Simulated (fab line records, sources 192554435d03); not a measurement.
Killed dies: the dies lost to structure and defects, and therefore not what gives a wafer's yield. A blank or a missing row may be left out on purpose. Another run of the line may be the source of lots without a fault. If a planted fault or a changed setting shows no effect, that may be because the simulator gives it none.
Which tool is to blame?	flow n5-finfet	14 lots, 42 wafers sampled, at 4 steps of a route of 1938

== WHAT THE GAUGES READ, wafer by wafer ==
N5_MOL_CONTACT_COAG_CD_MEAS_40: target cd 25.1 nm.
lot	measured	on	cd-nm (nm)
L677	day 5 06:05	cd-sem-02	25.24 24.80 25.02
L679	day 5 19:34	cd-sem-03	25.17 25.08 25.27
L681	day 6 00:59	cd-sem-02	25.20 24.77 25.18
L682	day 6 11:34	cd-sem-03	25.19 25.25 25.30
L683	day 6 15:51	cd-sem-01	25.16 25.00 24.99
L684	day 6 20:58	cd-sem-02	25.29 25.38 25.12
L685	day 7 09:09	cd-sem-01	25.07 25.09 25.31
L687	day 7 20:08	cd-sem-02	- - -
L688	day 8 01:07	cd-sem-02	- - -
L689	day 8 04:26	cd-sem-01	25.05 24.88 24.77
L690	day 8 10:09	cd-sem-03	25.43 25.21 25.18
L695	day 9 16:24	cd-sem-02	25.10 24.89 25.19
L697	day 10 03:55	cd-sem-01	25.07 25.10 24.89
L699	day 10 14:20	cd-sem-03	25.26 25.22 25.74

== WHAT TOOL EACH LOT RAN ON (gives the tool, then ch and the chambers of the sampled wafers, and finally the start) ==
lot	N5_MOL_CONTACT_COAG_ETCH_90	N5_MOL_CONTACT_COAG_STRIP_96	N5_MOL_CONTACT_COAG_EXPOSE_37
L677	rie-diel-04 ch 0,1,3, day 5 04:59	rie-diel-01 ch 1,3, day 5 05:29	euv-scanner-02 ch 0, day 5 05:56
L679	rie-diel-04 ch 0,2,3, day 5 18:05	rie-diel-01 ch 0,1,2, day 5 18:51	euv-scanner-02 ch 0, day 5 19:25
L681	rie-diel-01 ch 0,2, day 5 23:46	rie-diel-01 ch 0,1, day 6 00:17	euv-scanner-02 ch 0, day 6 00:51
L682	rie-diel-04 ch 1,2,3, day 6 10:20	rie-diel-01 ch 0,1,2, day 6 10:51	euv-scanner-01 ch 0, day 6 11:25
L683	rie-diel-01 ch 0,1,3, day 6 14:36	rie-diel-01 ch 0,2,3, day 6 15:07	euv-scanner-01 ch 0, day 6 15:43
L684	rie-diel-03 ch 0,2,3, day 6 19:52	rie-diel-01 ch 2,3, day 6 20:23	euv-scanner-01 ch 0, day 6 20:50
L685	rie-diel-01 ch 1,2, day 7 07:53	rie-diel-04 ch 0,3, day 7 08:24	euv-scanner-02 ch 0, day 7 09:01
L687	rie-diel-03 ch 0,3, day 7 18:34	rie-diel-01 ch 0,2, day 7 19:32	euv-scanner-02, day 7 19:59
L688	rie-diel-01 ch 0,1,2, day 7 23:43	rie-diel-01 ch 0,2, day 8 00:24	euv-scanner-01, day 8 00:59
L689	rie-diel-04 ch 0,2, day 8 03:11	rie-diel-04 ch 0,2,3, day 8 03:44	euv-scanner-02 ch 0, day 8 04:18
L690	rie-diel-04 ch 0,2,3, day 8 08:19	rie-diel-04 ch 1,2,3, day 8 09:26	euv-scanner-01 ch 0, day 8 10:00
L695	rie-diel-04 ch 2,3, day 9 15:12	rie-diel-01 ch 0,1,2, day 9 15:41	euv-scanner-01 ch 0, day 9 16:15
L697	rie-diel-03 ch 1,2,3, day 10 02:28	rie-diel-04 ch 0,2,3, day 10 03:16	euv-scanner-01 ch 0, day 10 03:46
L699	rie-diel-01 ch 1,2, day 10 12:56	rie-diel-04 ch 2,3, day 10 13:44	euv-scanner-01 ch 0, day 10 14:11
- N5_MOL_CONTACT_COAG_ETCH_90: etches SiARC in CF4, target depth 13 nm, time 21.7 s.
- N5_MOL_CONTACT_COAG_STRIP_96: strips in N2/H2.
- N5_MOL_CONTACT_COAG_EXPOSE_37: exposes mask VD, defocus 0 nm.

== AS READ BY THE TOOLS THEMSELVES (means over the sampled wafers that have a number; for cases with no such wafer, the mark the record gives instead) ==
N5_MOL_CONTACT_COAG_ETCH_90.
lot	tool	cf4-flow-sccm (sccm)	drypump-motor-current-A (A)	etch-rf-on-time-s (s)	oes-product-au (a.u.)	rf-vpp-V (V)	showerhead-plenum-p-Torr (Torr)	throttle-valve-pct (%)
L677	rie-diel-04	100.3	5.8	21.5	0.68	184.1	2.12	15.53
L679	rie-diel-04	100.2	5.6	21.5	0.69	183.5	2.07	15.45
L681	rie-diel-01	99.9	6.2	21.4	0.67	183.6	2.15	15.80
L682	rie-diel-04	99.9	5.6	21.5	0.63	183.5	2.11	15.44
L683	rie-diel-01	99.9	6.0	21.3	0.75	185.2	2.20	15.42
L684	rie-diel-03	100.1	5.8	21.6	0.69	184.8	2.16	15.53
L685	rie-diel-01	100.0	6.3	21.4	0.69	183.6	2.16	15.89
L687	rie-diel-03	99.6	5.8	21.7	0.71	183.6	2.13	15.48
L688	rie-diel-01	99.8	6.0	21.4	0.68	183.8	2.15	15.69
L689	rie-diel-04	99.9	5.4	21.9	0.67	182.6	2.06	15.66
L690	rie-diel-04	99.8	5.6	21.7	0.66	184.0	2.06	15.50
L695	rie-diel-04	100.0	5.8	21.7	0.65	183.2	2.06	15.34
L697	rie-diel-03	100.2	5.7	22.2	0.59	184.3	2.15	15.78
L699	rie-diel-01	100.0	6.2	21.7	0.68	184.3	2.15	15.82

N5_MOL_CONTACT_COAG_STRIP_96.
lot	tool	drypump-motor-current-A (A)	oes-product-au (a.u.)	power-w (W)	rf-vpp-V (V)	showerhead-plenum-p-Torr (Torr)	throttle-valve-pct (%)
L677	rie-diel-01	6.1	0.83	499.2	121.1	3.33	19.0
L679	rie-diel-01	6.1	0.81	501.8	121.9	3.38	18.9
L681	rie-diel-01	5.9	0.84	499.2	122.8	3.39	18.9
L682	rie-diel-01	6.0	0.81	500.5	122.3	3.37	18.9
L683	rie-diel-01	6.1	0.84	502.6	122.0	3.43	18.7
L684	rie-diel-01	6.4	0.84	500.5	122.3	3.43	19.0
L685	rie-diel-04	6.0	0.81	501.1	122.6	3.26	18.5
L687	rie-diel-01	6.2	0.76	499.6	122.5	3.35	19.0
L688	rie-diel-01	6.2	0.75	500.0	122.4	3.35	19.0
L689	rie-diel-04	5.6	0.77	500.2	121.2	3.24	18.7
L690	rie-diel-04	5.6	0.72	500.6	122.0	3.30	18.6
L695	rie-diel-01	6.0	0.78	500.0	122.4	3.35	19.0
L697	rie-diel-04	5.6	0.76	500.2	121.9	3.23	18.7
L699	rie-diel-04	5.8	0.75	499.8	120.9	3.22	18.3

N5_MOL_CONTACT_COAG_EXPOSE_37.
lot	tool	exposure-dose-mJ-cm2	focus-offset-nm (nm)
L677	euv-scanner-02	62.0	-0.0
L679	euv-scanner-02	61.9	-0.1
L681	euv-scanner-02	61.9	0.1
L682	euv-scanner-01	63.5	-0.0
L683	euv-scanner-01	63.4	-0.3
L684	euv-scanner-01	63.4	0.0
L685	euv-scanner-02	61.9	-0.2
L687	euv-scanner-02	-	-
L688	euv-scanner-01	-	-
L689	euv-scanner-02	62.0	-0.8
L690	euv-scanner-01	63.4	-0.1
L695	euv-scanner-01	63.4	0.1
L697	euv-scanner-01	63.5	0.6
L699	euv-scanner-01	63.4	-0.3

== THE ANSWER, worked out from the rows above alone ==
Rule: the lots themselves supply what counts as usual. Put in order of their means at a reading, lots are off if they are a third of the lots or fewer, leave a main group of 4 or more, and stand apart from it by a gap of 3 or more times the standard deviation of the main group's means; of several such gaps the widest counts. A main group whose means are all the same, to the digits that the tables above print for the reading, isn't used. A lot without any number at a reading at which 4 lots or more have one is off too. The other lots that the step has rows for count as sound. Order of review: gauges by route order, followed by the tools' own readings, for which a lot's mean as printed above is used. At the first step where some lot is off, the reading lying furthest off is the one used; lots without a number count as furthest.
Off at N5_MOL_CONTACT_COAG_CD_MEAS_40 (cd-nm): L687, L688. Without a number there: L687, L688. Main group: mean 25.13 nm, sd 0.14.
A tool fits if, at a process step before that reading, it ran every lot that is off, and no sound lot after the first of them. The gauges at N5_MOL_CONTACT_COAG_CD_MEAS_40 aren't tried: what is off there is off at N5_MOL_CONTACT_COAG_EXPOSE_37 too, on other tools, and a gauge's error can't cause that. Not one of the candidates tried fits.

== WHAT WAS PUT IN BY THE SIMULATOR ==
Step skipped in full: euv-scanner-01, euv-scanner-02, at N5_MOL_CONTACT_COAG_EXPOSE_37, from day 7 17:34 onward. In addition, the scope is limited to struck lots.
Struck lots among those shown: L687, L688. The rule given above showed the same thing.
